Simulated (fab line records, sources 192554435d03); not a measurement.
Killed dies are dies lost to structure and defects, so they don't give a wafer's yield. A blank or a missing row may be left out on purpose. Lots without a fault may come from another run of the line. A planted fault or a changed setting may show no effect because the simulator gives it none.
Chamber matching | flow n5_finfet | N5_MOL_CONTACT_COAG_ETCH_48 on rie_diel-01: 4 sister chambers
The step etches SiOC in C4F6/O2, target depth 15 nm, overetch 4.5 nm, time 17 s. 16 wafers are shown with their chamber, then 8 later ones without.

WAFERS WITH THEIR CHAMBER
wafer  | chamber | drypump_motor_current_A (A) | rf_vpp_V (V) | showerhead_plenum_p_Torr (Torr)
L077.4 | 0       | 6.0                         | 1621         | 2.67
L077.5 | 0       | 6.0                         | 1621         | 2.67
L077.6 | 3       | 5.7                         | 1578         | 2.88
L078.2 | 3       | 5.7                         | 1576         | 2.87
L078.4 | 2       | 5.2                         | 1618         | 2.86
L078.5 | 3       | 5.7                         | 1578         | 2.87
L081.2 | 3       | 5.7                         | 1577         | 2.87
L081.3 | 2       | 5.2                         | 1619         | 2.86
L081.5 | 1       | 5.7                         | 1633         | 3.02
L086.3 | 0       | 6.0                         | 1619         | 2.66
L086.4 | 2       | 5.2                         | 1618         | 2.85
L086.6 | 2       | 5.2                         | 1618         | 2.86
L088.3 | 1       | 5.7                         | 1632         | 3.01
L088.4 | 0       | 6.1                         | 1620         | 2.66
L088.5 | 2       | 5.2                         | 1618         | 2.85
L094.2 | 0       | 6.0                         | 1648         | 2.99

SIGNATURES (means of the wafers above)
reading                  | chamber 0 | chamber 1 | chamber 2 | chamber 3 | scatter within a chamber
drypump_motor_current_A  | 6.020     | 5.700     | 5.200     | 5.700     | 0.0258
rf_vpp_V                 | 1625.80   | 1632.50   | 1618.20   | 1577.25   | 7.2
showerhead_plenum_p_Torr | 2.7300    | 3.0150    | 2.8560    | 2.8725    | 0.0841
Rule: a wafer's distance from a chamber is the root of the sum, over the readings, of the square of ((its reading less the chamber's mean) divided by the reading's scatter). The wafer belongs to the nearest chamber; if the next one is less than 2 further off, it can't be placed. The scatter: the root of (the sum of the squares of (reading less its chamber's mean) over the shown wafers, divided by (wafers less chambers)).

WAFERS WITHOUT THEIR CHAMBER
wafer  | drypump_motor_current_A (A) | rf_vpp_V (V) | showerhead_plenum_p_Torr (Torr)
L094.3 | 5.7                         | 1576         | 2.86
L094.5 | 5.7                         | 1575         | 2.86
L095.1 | 6.1                         | 1647         | 2.99
L095.4 | 5.2                         | 1618         | 2.85
L095.6 | 5.7                         | 1576         | 2.86
L097.2 | 5.7                         | 1632         | 3.00
L097.5 | 5.7                         | 1574         | 2.85
L097.6 | 6.0                         | 1647         | 2.99

WHICH CHAMBER EACH WENT THROUGH
wafer  | from the rows above | in truth
L094.3 | 3                   | 3
L094.5 | 3                   | 3
L095.1 | 0                   | 0
L095.4 | 2                   | 2
L095.6 | 3                   | 3
L097.2 | 1                   | 1
L097.5 | 3                   | 3
L097.6 | 0                   | 0
Placed correctly: 8 of 8. Can't be placed from these rows: 0. Placed wrongly: 0.
